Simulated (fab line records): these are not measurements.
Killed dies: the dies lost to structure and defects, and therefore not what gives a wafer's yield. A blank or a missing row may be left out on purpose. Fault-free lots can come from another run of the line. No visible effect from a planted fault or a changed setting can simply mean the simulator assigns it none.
What tool caused it? :: flow n5Finfet :: 12 lots with 36 wafers sampled at 6 steps, on a route of 1938 steps

## WHAT THE GAUGES SHOWED, per wafer
N5_BEOL_M8_CD_MEAS_11 targets a cd of 38.5 nm.
lot: L075
measured: day 9 06:06
on: cdSem-03
cdNm (nm): 40.0 39.5 39.6

lot: L076
measured: day 9 19:04
on: cdSem-02
cdNm (nm): 39.4 37.8 38.7

lot: L080
measured: day 10 01:25
on: cdSem-01
cdNm (nm): 39.1 39.6 38.6

lot: L081
measured: day 11 04:34
on: cdSem-02
cdNm (nm): 38.9 38.8 39.9

lot: L083
measured: day 11 09:25
on: cdSem-01
cdNm (nm): 38.3 39.5 39.3

lot: L085
measured: day 11 22:54
on: cdSem-01
cdNm (nm): 38.6 39.2 39.1

lot: L087
measured: day 12 12:20
on: cdSem-02
cdNm (nm): 37.9 39.0 39.2

lot: L088
measured: day 12 20:47
on: cdSem-03
cdNm (nm): 38.2 38.8 37.8

lot: L091
measured: day 13 05:01
on: cdSem-01
cdNm (nm): 39.0 39.6 38.1

lot: L093
measured: day 13 23:04
on: cdSem-01
cdNm (nm): 38.6 39.5 39.2

lot: L095
measured: day 14 20:43
on: cdSem-03
cdNm (nm): 37.6 38.1 38.2

lot: L097
measured: day 14 23:37
on: cdSem-01
cdNm (nm): 37.8 39.1 39.7

## WHICH TOOL RAN EACH LOT (tool, then ch and the chambers of the sampled wafers, then the start)
lot: L075
N5_BEOL_M6_SURFACE_TREAT_79: pvdSputter-02, day 8 17:22
N5_BEOL_M6_SPUTTER_48: pvdSputter-02, day 8 17:52
N5_BEOL_M6_CMP_52: cmp-01 ch 0,1, day 8 18:25
N5_BEOL_M7_PECVD_70: pecvd-02 ch 1,2, day 8 19:39
N5_BEOL_M7_SURFACE_TREAT_79: pvdSputter-03, day 9 01:30

lot: L076
N5_BEOL_M6_SURFACE_TREAT_79: pvdSputter-03, day 9 06:38
N5_BEOL_M6_SPUTTER_48: pvdSputter-01, day 9 06:52
N5_BEOL_M6_CMP_52: cmp-01 ch 0,1, day 9 07:25
N5_BEOL_M7_PECVD_70: pecvd-02 ch 0,1, day 9 08:47
N5_BEOL_M7_SURFACE_TREAT_79: pvdSputter-01, day 9 15:09

lot: L080
N5_BEOL_M6_SURFACE_TREAT_79: pvdSputter-01, day 9 15:07
N5_BEOL_M6_SPUTTER_48: pvdSputter-02, day 9 15:17
N5_BEOL_M6_CMP_52: cmp-01 ch 0,1,3, day 9 15:55
N5_BEOL_M7_PECVD_70: pecvd-02 ch 1,2, day 9 16:59
N5_BEOL_M7_SURFACE_TREAT_79: pvdSputter-03, day 9 22:22

lot: L081
N5_BEOL_M6_SURFACE_TREAT_79: pvdSputter-01, day 10 15:05
N5_BEOL_M6_SPUTTER_48: pvdSputter-01, day 10 15:20
N5_BEOL_M6_CMP_52: cmp-02 ch 0,1,2, day 10 17:01
N5_BEOL_M7_PECVD_70: pecvd-03 ch 1,2, day 10 18:07
N5_BEOL_M7_SURFACE_TREAT_79: pvdSputter-01, day 10 23:39

lot: L083
N5_BEOL_M6_SURFACE_TREAT_79: pvdSputter-03, day 10 22:04
N5_BEOL_M6_SPUTTER_48: pvdSputter-03, day 10 22:15
N5_BEOL_M6_CMP_52: cmp-02 ch 0,2,3, day 10 22:53
N5_BEOL_M7_PECVD_70: pecvd-04 ch 0,2, day 10 23:57
N5_BEOL_M7_SURFACE_TREAT_79: pvdSputter-02, day 11 04:59

lot: L085
N5_BEOL_M6_SURFACE_TREAT_79: pvdSputter-01, day 11 08:57
N5_BEOL_M6_SPUTTER_48: pvdSputter-03, day 11 09:21
N5_BEOL_M6_CMP_52: cmp-03 ch 0,3, day 11 10:37
N5_BEOL_M7_PECVD_70: pecvd-02 ch 0,1,2, day 11 12:13
N5_BEOL_M7_SURFACE_TREAT_79: pvdSputter-02, day 11 18:23

lot: L087
N5_BEOL_M6_SURFACE_TREAT_79: pvdSputter-01, day 11 22:24
N5_BEOL_M6_SPUTTER_48: pvdSputter-03, day 11 22:40
N5_BEOL_M6_CMP_52: cmp-01 ch 0,2,3, day 11 23:19
N5_BEOL_M7_PECVD_70: pecvd-04 ch 0,1, day 12 00:29
N5_BEOL_M7_SURFACE_TREAT_79: pvdSputter-02, day 12 06:31

lot: L088
N5_BEOL_M6_SURFACE_TREAT_79: pvdSputter-03, day 12 09:43
N5_BEOL_M6_SPUTTER_48: pvdSputter-03, day 12 10:12
N5_BEOL_M6_CMP_52: cmp-03 ch 0,2,3, day 12 10:50
N5_BEOL_M7_PECVD_70: pecvd-04 ch 0,1,2, day 12 12:10
N5_BEOL_M7_SURFACE_TREAT_79: pvdSputter-03, day 12 17:47

lot: L091
N5_BEOL_M6_SURFACE_TREAT_79: pvdSputter-03, day 12 17:55
N5_BEOL_M6_SPUTTER_48: pvdSputter-01, day 12 18:07
N5_BEOL_M6_CMP_52: cmp-03 ch 0,1,3, day 12 18:52
N5_BEOL_M7_PECVD_70: pecvd-03 ch 0,1,2, day 12 19:52
N5_BEOL_M7_SURFACE_TREAT_79: pvdSputter-02, day 13 00:58

lot: L093
N5_BEOL_M6_SURFACE_TREAT_79: pvdSputter-01, day 13 11:56
N5_BEOL_M6_SPUTTER_48: pvdSputter-03, day 13 13:49
N5_BEOL_M6_CMP_52: cmp-03 ch 1,2, day 13 14:22
N5_BEOL_M7_PECVD_70: pecvd-02 ch 0,2, day 13 15:28
N5_BEOL_M7_SURFACE_TREAT_79: pvdSputter-01, day 13 19:29

lot: L095
N5_BEOL_M6_SURFACE_TREAT_79: pvdSputter-03, day 14 10:13
N5_BEOL_M6_SPUTTER_48: pvdSputter-01, day 14 10:49
N5_BEOL_M6_CMP_52: cmp-03 ch 0,1, day 14 11:54
N5_BEOL_M7_PECVD_70: pecvd-04 ch 0,1,2, day 14 12:59
N5_BEOL_M7_SURFACE_TREAT_79: pvdSputter-02, day 14 17:53

lot: L097
N5_BEOL_M6_SURFACE_TREAT_79: pvdSputter-01, day 14 12:53
N5_BEOL_M6_SPUTTER_48: pvdSputter-03, day 14 13:09
N5_BEOL_M6_CMP_52: cmp-02 ch 0,1,2, day 14 13:49
N5_BEOL_M7_PECVD_70: pecvd-03 ch 0,2, day 14 14:56
N5_BEOL_M7_SURFACE_TREAT_79: pvdSputter-02, day 14 19:55
- N5_BEOL_M6_SURFACE_TREAT_79
- N5_BEOL_M6_SPUTTER_48: material Cu, target thk 10 nm, time 1.667 s.
- N5_BEOL_M6_CMP_52: polishes, stops on SiCOH lowk, t overpolish 6.9 s, target thk 80 nm.
- N5_BEOL_M7_PECVD_70: deposits SiO2 from TEOS/O2, target thk 20 nm, time 22.7 s.
- N5_BEOL_M7_SURFACE_TREAT_79

## THE ANSWER, worked out from the rows above alone
Rule: usual is defined by the lots themselves. The widest of any qualifying gaps counts: lots, ordered by their means at a reading, are off when they make up no more than a third of the lots, leave a main group of 4 or more, and stand apart from it by 3 or more times the standard deviation of that group's means. A main group is skipped when, at the precision printed for the reading in the tables above, its means are all equal. A lot without any number at a reading at which 4 lots or more have one is off too. The other lots that the step has rows for count as sound.
None of the lots is off at any reading shown; this tells nothing.

## WHAT THE SIMULATOR HAD INSERTED
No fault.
